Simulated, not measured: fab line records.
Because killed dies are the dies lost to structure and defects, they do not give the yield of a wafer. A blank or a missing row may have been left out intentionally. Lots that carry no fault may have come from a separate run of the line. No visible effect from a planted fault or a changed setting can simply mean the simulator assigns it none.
Matching of chambers | flow n5 finfet | ald sin-03 running N5_SPACER0_ALD_07: 4 sister chambers
The step deposits SiNx, target thk 2 nm. 4 wafers are shown with their chamber, then 7 later ones without.

WAFERS, EACH WITH ITS CHAMBER
wafer  | chamber | heater power w (W)
L797.3 | 3       | 862
L800.4 | 2       | 884
L801.1 | 0       | 945
L801.3 | 1       | 676

WAFERS WHOSE CHAMBER IS MISSING
wafer  | heater power w (W)
L801.4 | 840
L802.2 | 900
L802.3 | 845
L802.6 | 950
L806.2 | 923
L806.4 | 854
L806.6 | 672

CHAMBER TAKEN BY EACH
wafer  | from the rows above          | in truth
L801.4 | can't be placed: 3 or 2      | 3
L802.2 | can't be placed: 2 or 3 or 0 | 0
L802.3 | can't be placed: 3 or 2      | 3
L802.6 | 0                            | 0
L806.2 | can't be placed: 0 or 2      | 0
L806.4 | can't be placed: 3 or 2      | 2
L806.6 | 1                            | 1
Placed correctly: 2 of 7. Not placeable from these rows: 5 (in 5, the candidates include the true chamber). Placed wrongly: 0.
How it was worked out, from the rows above alone: a wafer's distance from a chamber is the root of the sum, over the readings, of the square of ((its reading less the chamber's mean) divided by the reading's scatter). If the next closest chamber is less than 2 further off than the closest, the wafer can't be placed; otherwise it belongs to the closest. A chamber's mean is the mean of its shown wafers. The scatter: with one shown wafer a chamber, the root of the mean of the squares of how far each hidden wafer lies from its nearest shown one.
